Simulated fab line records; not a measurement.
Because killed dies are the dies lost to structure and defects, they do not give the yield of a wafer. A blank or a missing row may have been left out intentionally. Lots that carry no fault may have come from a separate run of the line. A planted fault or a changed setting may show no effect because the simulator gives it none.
Matching of chambers ; flow nand-harc ; NHARC_A_STAIRCASE_CMP_152 on cmp-04 has 4 sister chambers
The step polishes. 4 wafers are shown with their chamber, then 11 later ones without.

WAFERS WITH THEIR CHAMBER
wafer;chamber;motor-current-A (A)
L091.3;3;11.5
L093.1;1;12.1
L093.4;2;12.2
L092.2;0;13.8

WAFERS MISSING THEIR CHAMBER
wafer;motor-current-A (A)
L092.3;12.4
L092.4;11.6
L095.1;11.8
L095.2;12.4
L095.5;11.8
L094.1;12.9
L094.3;11.9
L094.6;12.4
L097.2;13.6
L097.3;13.1
L097.4;12.0

THE CHAMBER EACH PASSED THROUGH
wafer;from the rows above;in truth
L092.3;can't be placed: 2 or 1 or 3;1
L092.4;can't be placed: 3 or 1 or 2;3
L095.1;can't be placed: 1 or 3 or 2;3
L095.2;can't be placed: 2 or 1 or 3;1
L095.5;can't be placed: 1 or 3 or 2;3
L094.1;can't be placed: 2 or 1 or 0 or 3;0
L094.3;can't be placed: 1 or 2 or 3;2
L094.6;can't be placed: 2 or 1 or 3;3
L097.2;0;0
L097.3;can't be placed: 0 or 2 or 1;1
L097.4;can't be placed: 1 or 2 or 3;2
Placed correctly: 1 of 11. Unplaceable from these rows: 10, with the true chamber sitting among the candidates in 10. Placed wrongly: 0.
How it was worked out, from the rows above alone: a wafer's distance from a chamber is the root of the sum, over the readings, of the square of ((its reading less the chamber's mean) divided by the reading's scatter). If the next closest chamber is less than 2 further off than the closest, the wafer can't be placed; otherwise it belongs to the closest. For every chamber, the mean is computed from those of its wafers that are shown. The scatter (one wafer shown for each chamber): square how far every hidden wafer sits from the nearest shown wafer, average those squares and take the square root.
